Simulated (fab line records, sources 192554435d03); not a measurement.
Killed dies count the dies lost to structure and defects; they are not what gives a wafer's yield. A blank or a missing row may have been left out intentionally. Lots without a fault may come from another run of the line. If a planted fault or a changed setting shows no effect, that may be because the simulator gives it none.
fab line records	flow n5Finfet
[record] lots = 10	wafers = 25	lastDay = 19
route steps=1938 shown ILD0@346 SDB@353 BEOL_M4@1111 PASSIVATION@1936
lots with no fault: from the same line, run without faults
startH: hours from the record's opening day to when the first of the lot's shown wafers began	waitH: hours since the lot's step before	" same as the row above	L1.1+2: several wafers, shown together as one row	- either no value or no given start	* or withheld: withheld	< > ~ a bound
route shown NAME@n: NAME is a module with steps in the file, n the number in the route of the first one	usual: mean/standard deviation of fault-free wafers	same: alike in all rows	chamber/n: place in a boat	sites: the reading at each site	_std_site: the values' standard deviation	_edge_site: inner sites' mean taken away from outer sites' mean	radiusMm: how far each site lies from the wafer's centre	mask NAME#n: copy n	behind: the most recent tool/chamber to have shaped the wafer	hold: what put the lot on hold/how long, in hours/how the hold closed	device: whichever transistor did not switch (one of n, p or np)	end of line: the tests these same wafers got at the end of their route	a step given without rows: its recipe and nothing more	killed: at the first sort, the dies lost to defects and structure; wafer yield is something else	map: the dies of a wafer, with x for killed, . for not killed, _ for no die there
set.NAME: the run value of the setting; set.NAME@STEP: its run value at that earlier step	model.NAME: the simulator's own value behind a step, which no gauge read
a sample of lots followed through the steps of the route, with each step as a table and each wafer as a row
services: from which hour (startH, from the record's first day; less than 0 if before it) a tool's chamber was out of use, for how many hours, and why
[[steps]]
[step N5_ILD0_INSPECT_06]
[recipe] inspectInstrument = darkfield	mode = postCmp
[usual] rawDefectCount = 40/17
lot.wafer	tool	chamber	startH	waitH	rawDefectCount
L627.2	defectInspect-02	-	63.22	0.0	37
L627.3	"	-	"	"	59
L627.5	"	-	"	"	44
L628.3	defectInspect-02	-	73.46	0.0	25
L628.4	"	-	"	"	28
L630.1	defectInspect-02	-	92.74	0.0	21
L630.5	"	-	"	"	40
L631.3	defectInspect-01	-	95.70	0.0	30
L631.6	"	-	"	"	39
L632.1	defectInspect-02	-	101.62	0.0	21
L632.2	"	-	"	"	27
L634.1	defectInspect-01	-	111.58	0.0	65
L634.2	"	-	"	"	78
L634.4	"	-	"	"	47
L636.1	defectInspect-02	-	122.42	0.0	56
L636.2	"	-	"	"	52
L636.5	"	-	"	"	34
L638.5	defectInspect-01	-	134.13	0.0	20
L638.6	"	-	"	"	40
L648.1	defectInspect-02	-	192.97	0.0	37
L648.5	"	-	"	"	33
L648.6	"	-	"	"	31
L649.3	defectInspect-02	-	201.16	0.0	75
L649.5	"	-	"	"	45
L649.6	"	-	"	"	63
[step N5_SDB_EXPOSE_08]
[recipe] maskId = SDB	na = 1.35	sourceShape = conventional	sigmaOuter = 0.5	polarization = unpolarized	doseMj = 49.6
[usual] exposureDoseMJCm2 = 49.58/0.057	focusOffsetNm = 0.0/0.5
lot.wafer	tool	chamber	startH	waitH	mask	exposureDoseMJCm2	focusOffsetNm
L627.2	arfiScanner-03	0	63.61	-	SDB#0	49.58	-0.3
L627.3	"	0	"	"	SDB#0	49.50	-1.1
L627.5	"	0	"	"	SDB#0	49.58	-0.9
L628.3	arfiScanner-03	0	73.71	-	SDB#0	49.56	-0.1
L628.4	"	0	"	"	SDB#0	49.63	0.8
L630.1	arfiScanner-01	0	93.10	-	SDB#0	49.49	-0.5
L630.5	"	0	"	"	SDB#0	49.54	0.1
L631.3	arfiScanner-02	0	96.08	-	SDB#0	49.59	0.0
L631.6	"	0	"	"	SDB#0	49.64	0.2
L632.1	arfiScanner-02	0	101.86	-	SDB#0	49.60	-0.4
L632.2	"	0	"	"	SDB#0	49.61	-0.6
L634.1	arfiScanner-03	0	111.89	-	SDB#0	49.52	-0.4
L634.2	"	0	"	"	SDB#0	49.56	-0.2
L634.4	"	0	"	"	SDB#0	49.53	-0.3
L636.1	arfiScanner-03	0	122.81	-	SDB#0	49.54	0.3
L636.2	"	0	"	"	SDB#0	49.52	-0.2
L636.5	"	0	"	"	SDB#0	49.56	0.5
L638.5	arfiScanner-01	0	134.52	-	SDB#0	49.60	-0.3
L638.6	"	0	"	"	SDB#0	49.59	-0.3
L648.1	arfiScanner-02	0	193.21	-	SDB#0	46.37	-0.5
L648.5	"	0	"	"	SDB#0	46.32	0.9
L648.6	"	0	"	"	SDB#0	46.25	0.2
L649.3	arfiScanner-02	0	201.40	-	SDB#0	46.93	0.7
L649.5	"	0	"	"	SDB#0	46.95	-0.2
L649.6	"	0	"	"	SDB#0	46.92	0.3
[step N5_SDB_CD_MEAS_11]
[recipe] targetCdNm = 50	landingEnergyEv = 500	detector = seInlens	polarity = opening
[usual] cdNm = 49.8/1.5
lot.wafer	tool	chamber	startH	waitH	cdNm
L627.2	cdSem-01	0	63.74	-	51.5
L627.3	"	0	"	"	52.3
L627.5	"	0	"	"	51.8
L628.3	cdSem-03	0	73.82	-	50.4
L628.4	"	0	"	"	52.6
L630.1	cdSem-02	0	93.23	-	51.2
L630.5	"	0	"	"	49.8
L631.3	cdSem-02	0	96.19	-	47.4
L631.6	"	0	"	"	51.8
L632.1	cdSem-02	0	101.98	-	51.3
L632.2	"	0	"	"	51.4
L634.1	cdSem-03	0	112.01	-	48.6
L634.2	"	0	"	"	48.8
L634.4	"	0	"	"	50.8
L636.1	cdSem-02	0	122.93	-	50.5
L636.2	"	0	"	"	50.0
L636.5	"	0	"	"	50.7
L638.5	cdSem-02	0	134.63	-	50.0
L638.6	"	0	"	"	50.0
L648.1	cdSem-02	0	193.34	-	43.2
L648.5	"	0	"	"	43.7
L648.6	"	0	"	"	42.4
L649.3	cdSem-02	0	201.52	-	42.3
L649.5	"	0	"	"	41.2
L649.6	"	0	"	"	41.2
[step N5_SDB_DESCUM_16]
[recipe] chemistry = O2	timeS = 7.9	sourcePowerW = 50	biasPowerW = 20	pressureMtorr = 20	rfFrequencyHz = 2.712e+07	tempC = 40	resist = CAR-ArF	o2FlowSccm = 225
[usual] drypumpMotorCurrentA = 5.6/0.41	oesProductAu = 0.78/0.091	rfFwdPowerW = 49.48/0.19	rfVppV = 243.3/1.3	showerheadPlenumPTorr = 2.10/0.073	throttleValvePct = 20.45/0.23
lot.wafer	tool	chamber	startH	waitH	drypumpMotorCurrentA	oesProductAu	rfFwdPowerW	rfHoursCounterH	rfVppV	showerheadPlenumPTorr	throttleValvePct
L627.2	rieDiel-02	3	63.89	0.1	5.7	0.70	49.44	225	242.2	2.09	20.60
L627.3	"	2	"	"	5.2	0.82	49.55	80	244.2	2.24	20.37
L627.5	"	2	"	"	5.2	0.82	49.38	-	243.5	2.24	20.37
L628.3	rieDiel-03	0	73.92	0.0	5.0	0.92	49.53	5	244.7	2.13	20.26
L628.4	"	1	"	"	5.8	0.70	49.87	184	241.9	2.07	20.12
L630.1	rieDiel-02	2	93.50	0.2	5.3	0.81	49.47	89	244.8	2.23	20.39
L630.5	"	1	"	"	5.5	0.73	49.30	-	242.3	2.08	20.73
L631.3	rieDiel-03	1	96.28	0.0	5.8	0.70	49.51	191	243.6	2.07	20.12
L631.6	"	0	"	"	5.0	0.91	49.64	-	243.6	2.13	20.28
L632.1	rieDiel-03	0	102.22	0.2	5.0	0.89	49.58	14	243.2	2.13	20.28
L632.2	"	1	"	"	5.8	0.70	49.48	194	244.7	2.07	20.12
L634.1	rieDiel-03	3	112.52	0.5	4.8	0.69	49.29	244	243.0	1.96	20.45
L634.2	"	1	"	"	5.8	0.70	49.58	197	243.3	2.07	20.14
L634.4	"	2	"	"	5.2	0.75	49.65	160	241.5	2.01	20.72
L636.1	rieDiel-04	1	123.02	0.0	5.7	0.78	49.36	162	243.2	2.06	20.34
L636.2	"	0	"	"	5.7	0.70	49.81	190	245.4	2.18	20.36
L636.5	"	1	"	"	5.7	0.78	49.82	-	244.5	2.06	20.33
L638.5	rieDiel-03	1	135.02	0.3	5.8	0.68	49.70	-	242.8	2.06	20.15
L638.6	"	0	"	"	5.0	0.86	49.19	-	242.6	2.12	20.29
L648.1	rieDiel-04	1	193.44	0.1	5.7	0.76	49.72	184	243.5	2.06	20.38
L648.5	"	0	"	"	5.8	0.68	50.09	-	242.3	2.17	20.41
L648.6	"	1	"	"	5.7	0.76	49.80	-	242.8	2.06	20.39
L649.3	rieDiel-04	3	201.82	0.2	6.0	0.91	49.38	26	243.1	2.14	20.45
L649.5	"	1	"	"	5.7	0.76	49.74	-	242.7	2.06	20.38
L649.6	"	2	"	"	6.2	0.95	49.19	-	243.8	2.24	20.28
[step N5_SDB_STRIP_21]
[recipe] chemistry = CF4	resist = SiARC	powerW = 300	biasPowerW = 75	pressureMtorr = 50	cf4FlowSccm = 150	rfFrequencyHz = 6e+07
[usual] drypumpMotorCurrentA = 5.6/0.41	oesProductAu = 0.77/0.084	rfFwdPowerW = 292.7/0.89	rfVppV = 271.3/1.4	showerheadPlenumPTorr = 1.80/0.052	throttleValvePct = 13.60/0.22
lot.wafer	tool	chamber	startH	waitH	drypumpMotorCurrentA	oesProductAu	rfFwdPowerW	rfHoursCounterH	rfVppV	showerheadPlenumPTorr	throttleValvePct
L627.2	rieDiel-02	3	64.10	0.0	5.7	0.70	291.7	225	269.6	1.78	13.73
L627.3	"	2	"	"	5.2	0.80	292.2	80	270.8	1.87	13.24
L627.5	"	2	"	"	5.2	0.80	291.5	-	274.1	1.87	13.23
L628.3	rieDiel-03	0	74.13	0.0	5.0	0.93	291.9	5	272.3	1.83	13.40
L628.4	"	1	"	"	5.8	0.73	293.2	184	271.6	1.78	13.43
L630.1	rieDiel-02	2	93.71	0.0	5.2	0.79	293.5	89	271.7	1.87	13.24
L630.5	"	1	"	"	5.5	0.71	294.8	-	271.4	1.78	13.89
L631.3	rieDiel-03	1	96.49	0.0	5.8	0.72	293.1	191	271.2	1.78	13.45
L631.6	"	0	"	"	5.0	0.90	293.8	-	272.5	1.83	13.41
L632.1	rieDiel-03	0	102.43	0.0	5.0	0.89	291.3	15	273.6	1.83	13.41
L632.2	"	1	"	"	5.8	0.72	292.9	194	271.5	1.78	13.43
L634.1	rieDiel-03	3	112.73	0.0	4.8	0.68	292.8	244	269.7	1.69	13.85
L634.2	"	1	"	"	5.8	0.71	293.0	198	272.0	1.78	13.45
L634.4	"	2	"	"	5.2	0.73	292.2	160	269.6	1.74	13.86
L636.1	rieDiel-04	1	123.23	0.0	5.7	0.75	292.6	162	270.9	1.77	13.60
L636.2	"	0	"	"	5.8	0.70	293.5	191	272.2	1.85	13.59
L636.5	"	1	"	"	5.7	0.75	293.5	-	271.2	1.77	13.62
L638.5	rieDiel-03	1	135.22	0.0	5.8	0.71	292.4	-	269.9	1.77	13.48
L638.6	"	0	"	"	5.0	0.87	293.7	-	271.8	1.83	13.43
L648.1	rieDiel-04	1	193.65	0.0	5.7	0.74	292.1	184	271.6	1.76	13.66
L648.5	"	0	"	"	5.8	0.69	290.9	-	273.1	1.85	13.64
L648.6	"	1	"	"	5.7	0.73	292.3	-	271.1	1.76	13.67
L649.3	rieDiel-04	3	202.03	0.0	6.0	0.89	293.4	26	271.7	1.82	13.46
L649.5	"	1	"	"	5.7	0.74	292.8	-	270.5	1.76	13.66
L649.6	"	2	"	"	6.2	0.92	293.2	-	271.7	1.89	13.25
[step N5_BEOL_M4_RC_MEAS_101]
[usual] DIBL_N = 36.4/2.2	DIBL_P = 36.3/2.5	IOFF_N = 0.17/0.052	IOFF_P = 0.23/0.049	ION_N = 674/17	ION_P = 464/11	SS_N = 71.7/0.98	SS_P = 73.3/0.84	VT_N = 250/4	VT_P = -249/3.8
lot.wafer	tool	chamber	startH	waitH	DIBL_N[mV/V]	DIBL_P[mV/V]	IOFF_N[nA/um]	IOFF_P[nA/um]	ION_N[uA/um]	ION_P[uA/um]	SS_N[mV/dec]	SS_P[mV/dec]	VT_N[mV]	VT_P[mV]
L627.2	prober-02	0	175.89	0.2	36.9	38.2	0.18	0.25	708	483	71.2	73.4	246	-246
L627.3	"	0	"	"	40.0	41.8	0.23	0.32	704	487	72.4	75.1	245	-243
L627.5	"	0	"	"	38.3	40.1	0.19	0.30	682	472	72.0	75.2	246	-245
L628.3	prober-01	0	186.41	0.3	36.5	36.3	0.15	0.22	686	466	71.0	72.7	247	-249
L628.4	"	0	"	"	34.8	33.8	0.11	0.18	627	440	71.2	73.0	259	-257
L630.1	prober-02	0	228.12	0.0	37.2	36.4	0.19	0.25	657	448	73.0	74.4	248	-247
L630.5	"	0	"	"	38.7	39.8	0.22	0.33	654	455	72.3	75.3	247	-245
L631.3	prober-01	0	233.47	0.3	35.7	36.6	0.16	0.28	683	483	71.7	73.1	250	-239
L631.6	"	0	"	"	39.7	41.8	0.26	0.42	714	495	71.7	74.6	241	-238
L636.1	prober-01	0	242.72	0.0	41.1	40.1	0.28	0.34	689	468	73.3	74.4	242	-240
L636.2	"	0	"	"	36.0	35.0	0.16	0.24	667	465	70.9	72.9	248	-247
L636.5	"	0	"	"	35.1	33.7	0.13	0.20	650	453	71.6	72.8	251	-249
L634.1	prober-02	0	247.49	0.0	35.6	35.1	0.13	0.18	666	454	71.5	73.4	254	-254
L634.2	"	0	"	"	37.0	36.9	0.18	0.21	692	466	71.9	73.4	247	-249
L634.4	"	0	"	"	36.9	38.0	0.17	0.23	677	465	70.9	74.2	249	-249
L632.1	prober-01	0	256.79	0.0	34.1	32.0	0.11	0.18	652	460	71.0	72.5	257	-249
L632.2	"	0	"	"	35.5	34.3	0.14	0.22	664	463	70.7	73.3	252	-246
L638.5	prober-01	0	276.18	0.6	33.3	34.2	0.11	0.17	671	460	70.8	72.1	256	-255
L638.6	"	0	"	"	38.1	39.3	0.19	0.25	682	470	71.5	73.1	245	-251
L648.1	prober-02	0	331.96	0.0	35.2	34.1	0.15	0.20	683	464	71.3	72.3	249	-251
L648.5	"	0	"	"	35.0	34.6	0.14	0.20	675	466	71.2	72.1	251	-250
L648.6	"	0	"	"	36.6	36.3	0.17	0.23	689	470	72.5	73.7	249	-249
L649.3	prober-01	0	348.84	0.3	35.3	35.1	0.15	0.21	679	470	71.6	73.5	252	-248
L649.5	"	0	"	"	37.2	37.3	0.19	0.24	687	470	71.8	73.9	247	-249
L649.6	"	0	"	"	32.0	30.7	0.11	0.16	676	470	69.8	72.2	255	-253
[step N5_PASSIVATION_PROBE_49]
[usual] defectLimitedYield = 91.2/1.4	killed_at_M0_to_M3 = 34/9.3	killed_at_M4_up = 14/5.9	killedAtContacts = 14/5.7	killedAtFrontEnd = 38/10	killedAtOther = 4/3.2	killedDies = 104/17	killedOnRim = 14/4	killedOpen = 67/13	killedShort = 33/6.9	sort_bin_5_function = 5.2/1	sort_bin_6_memory = 3.3/0.61	sort_bin_8_speed = 0.3/1.8	sortNPass = 1069/52
[same] grossDies = 1180	killedAtBackSide = 0	sort_bin_4_leakage[%] = 0
lot.wafer	tool	chamber	startH	waitH	defectLimitedYield[%]	killed_at_M0_to_M3	killed_at_M4_up	killedAtContacts	killedAtFrontEnd	killedAtOther	killedDies	killedOnRim	killedOpen	killedShort	sort_bin_5_function[%]	sort_bin_6_memory[%]	sort_bin_8_speed[%]	sortNPass
L648.1	prober-02	-	438.40	0.0	83.1	32	15	21	131	1	200	59	66	33	13.5	3.0	0	980
L648.5	prober-02	-	438.60	0.2	90.0	27	7	13	69	2	118	29	59	19	6.8	2.8	0	1062
L648.6	prober-02	-	438.65	0.3	74.7	26	4	7	259	2	298	91	46	34	22.5	2.5	0	882
L649.3	prober-01	-	461.94	0.9	78.8	23	20	15	190	2	250	76	53	17	18.8	2.1	0	930
L649.5	prober-01	-	462.04	1.0	71.8	28	18	17	268	2	333	92	67	28	24.8	3.1	0	847
L649.6	prober-01	-	462.09	1.0	74.4	27	14	10	248	3	302	91	56	27	22.7	2.8	0	878
// killed by level:class
L648.1 SDB:areaExpose=98 MOL_CONTACT_COAG:geometricParticle:open=16 STI_FIN_REVEAL:geometricParticle:open=10 BEOL_M2:geometricParticle:open=10 BEOL_M4:geometricParticle:open=6 BEOL_M0_SAQP:geometricParticle:short=5 BEOL_M1:geometricParticle:open=5 BEOL_M2:geometricParticle:short=5
L648.5 SDB:areaExpose=36 MOL_CONTACT_COAG:geometricParticle:open=12 STI_FIN_REVEAL:geometricParticle:open=9 BEOL_M3:geometricParticle:open=7 DUMMY_GATE:geometricParticle:open=6 BEOL_M0_SAQP:geometricParticle:short=6 BEOL_M0_SAQP:geometricParticle:open=5 BEOL_M2:geometricParticle:open=4
L648.6 SDB:areaExpose=214 STI_FIN_REVEAL:geometricParticle:open=12 BEOL_M0_SAQP:geometricParticle:short=9 STI_FIN_REVEAL:geometricParticle:short=7 BEOL_M3:geometricParticle:open=6 GATE_CUT:geometricParticle:short=5 MOL_CONTACT_COAG:geometricParticle:open=5 BEOL_M0_SAQP:geometricParticle:open=5
L649.3 SDB:areaExpose=179 MOL_CONTACT_COAG:geometricParticle:open=13 BEOL_M2:geometricParticle:open=10 BEOL_M4:geometricParticle:open=8 BEOL_M0_SAQP:geometricParticle:open=4 BEOL_M0_SAQP:geometricParticle:short=4 BEOL_M8:geometricParticle:open=3 BEOL_M6:geometricParticle:open=3
L649.5 SDB:areaExpose=235 MOL_CONTACT_COAG:geometricParticle:open=16 BEOL_M0_SAQP:geometricParticle:open=11 BEOL_M4:geometricParticle:open=9 BEOL_M0_SAQP:geometricParticle:short=8 STI_FIN_REVEAL:geometricParticle:open=7 STARTING-WAFER:geometricParticle:short=5 BEOL_M3:geometricParticle:open=3
L649.6 SDB:areaExpose=217 BEOL_M0_SAQP:geometricParticle:open=8 BEOL_M2:geometricParticle:open=8 FIN_SAQP:geometricParticle:open=7 MOL_CONTACT_COAG:geometricParticle:open=6 BEOL_M4:geometricParticle:open=5 STI_FIN_REVEAL:geometricParticle:open=4 BEOL_M0_SAQP:geometricParticle:short=4
[[services]]
tool	chamber	startH	hours	kind
rieDiel-04	3	41.59	1.3	repair
arfiScanner-02	-	43.10	0.8	pm
rieDiel-03	3	45.61	4.3	repair
arfiScanner-03	-	46.93	0.8	pm
rieDiel-02	1	52.92	1.5	repair
arfiScanner-03	-	56.56	1.0	repair
rieDiel-04	0	57.66	4.1	repair
rieDiel-02	0	73.23	5.6	repair
arfiScanner-01	-	75.64	1.3	pm
rieDiel-02	0	82.78	5.5	repair
rieDiel-04	0	98.94	4.2	repair
arfiScanner-02	-	104.90	1.0	pm
arfiScanner-02	-	127.45	0.8	pm
arfiScanner-02	-	130.24	4.9	pm
arfiScanner-02	-	139.05	1.3	pm
arfiScanner-01	-	140.75	1.0	pm
arfiScanner-03	-	142.08	1.0	pm
rieDiel-04	0	148.13	4.3	repair
arfiScanner-03	-	155.55	1.3	pm
arfiScanner-02	-	196.41	1.4	repair
arfiScanner-03	-	198.40	9.1	repair
arfiScanner-02	-	198.55	1.0	pm
rieDiel-03	0	201.11	2.7	repair
arfiScanner-01	-	201.14	1.3	pm
[[key]]
[firstSign] step = N5_SDB_EXPOSE_08	reading = exposureDoseMJCm2	direction = down	sigmas = 52	usual = 49.58	struck = 46.62
[effect] step = N5_SDB_CD_MEAS_11	reading = cdNm	direction = down	sigmas = 5.1	usual = 49.8	struck = 42.3	through = controlLoop
[effect] step = N5_PASSIVATION_PROBE_49	reading = killedAtFrontEnd	direction = up	sigmas = 15	usual = 38	struck = 194
[moreKillsBornAt] N5_SDB_EXPOSE_08@arfiScanner-02 = 979
metAt N5_SDB_EXPOSE_08
struckLots L648,L649
[loopTrim] step = N5_SDB_EXPOSE_08	setting = dose	lots = L649
notActingAt N5_ILD0_INSPECT_06,N5_SDB_DESCUM_16,N5_SDB_STRIP_21
onsetBetween 101.86 193.21
[fault] kind = processParameterDrift	tool = arfiScanner-02	chamber = -	onsetH = 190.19	steps = N5_SDB_EXPOSE_08	channel = doseMj	offset = -3.2765	shape = step	actsIn = theseRecipesOnly	stated = 49.6
// loopTrim: a control loop set the setting to another value than it would have without faults
